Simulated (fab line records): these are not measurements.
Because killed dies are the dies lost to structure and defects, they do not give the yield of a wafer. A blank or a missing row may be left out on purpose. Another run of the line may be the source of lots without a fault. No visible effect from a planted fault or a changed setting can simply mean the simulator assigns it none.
Chamber matching || flow n5 finfet || N5_HKMG_FIN_CMP_23 on cmp-02 has 4 sister chambers
The step polishes, stops on SiNx, t overpolish 10 s, target thk 46.326 nm. 4 wafers are shown with their chamber, then 7 later ones without.

== WAFERS PAIRED WITH THEIR CHAMBERS ==
{"wafer": "L080.3", "chamber": 3, "motor current A (A)": 11.6}
{"wafer": "L088.1", "chamber": 0, "motor current A (A)": 11.8}
{"wafer": "L092.2", "chamber": 1, "motor current A (A)": 11.0}
{"wafer": "L092.4", "chamber": 2, "motor current A (A)": 9.3}

== WAFERS MISSING THEIR CHAMBER ==
{"wafer": "L092.6", "motor current A (A)": 9.2}
{"wafer": "L094.2", "motor current A (A)": 9.0}
{"wafer": "L094.3", "motor current A (A)": 11.6}
{"wafer": "L094.5", "motor current A (A)": 11.8}
{"wafer": "L097.1", "motor current A (A)": 9.3}
{"wafer": "L097.4", "motor current A (A)": 11.0}
{"wafer": "L097.5", "motor current A (A)": 12.1}

== EACH ONE'S CHAMBER ==
{"wafer": "L092.6", "from the rows above": 2, "in truth": 2}
{"wafer": "L094.2", "from the rows above": 2, "in truth": 2}
{"wafer": "L094.3", "from the rows above": "can't be placed: 3 or 0", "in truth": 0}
{"wafer": "L094.5", "from the rows above": "can't be placed: 0 or 3", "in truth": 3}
{"wafer": "L097.1", "from the rows above": 2, "in truth": 2}
{"wafer": "L097.4", "from the rows above": 1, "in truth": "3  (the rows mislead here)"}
{"wafer": "L097.5", "from the rows above": "can't be placed: 0 or 3", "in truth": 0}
3 of 7 placed correctly. Unplaceable from these rows: 3, with the true chamber sitting among the candidates in 3. 1 placed wrongly.
How it was worked out, from the rows above alone: a wafer's distance from a chamber is the root of the sum, over the readings, of the square of ((its reading less the chamber's mean) divided by the reading's scatter). The wafer belongs to the nearest chamber; if the next one is less than 2 further off, it can't be placed. The mean given for a chamber averages the wafers shown for that chamber. The scatter: with one shown wafer a chamber, the root of the mean of the squares of how far each hidden wafer lies from its nearest shown one.
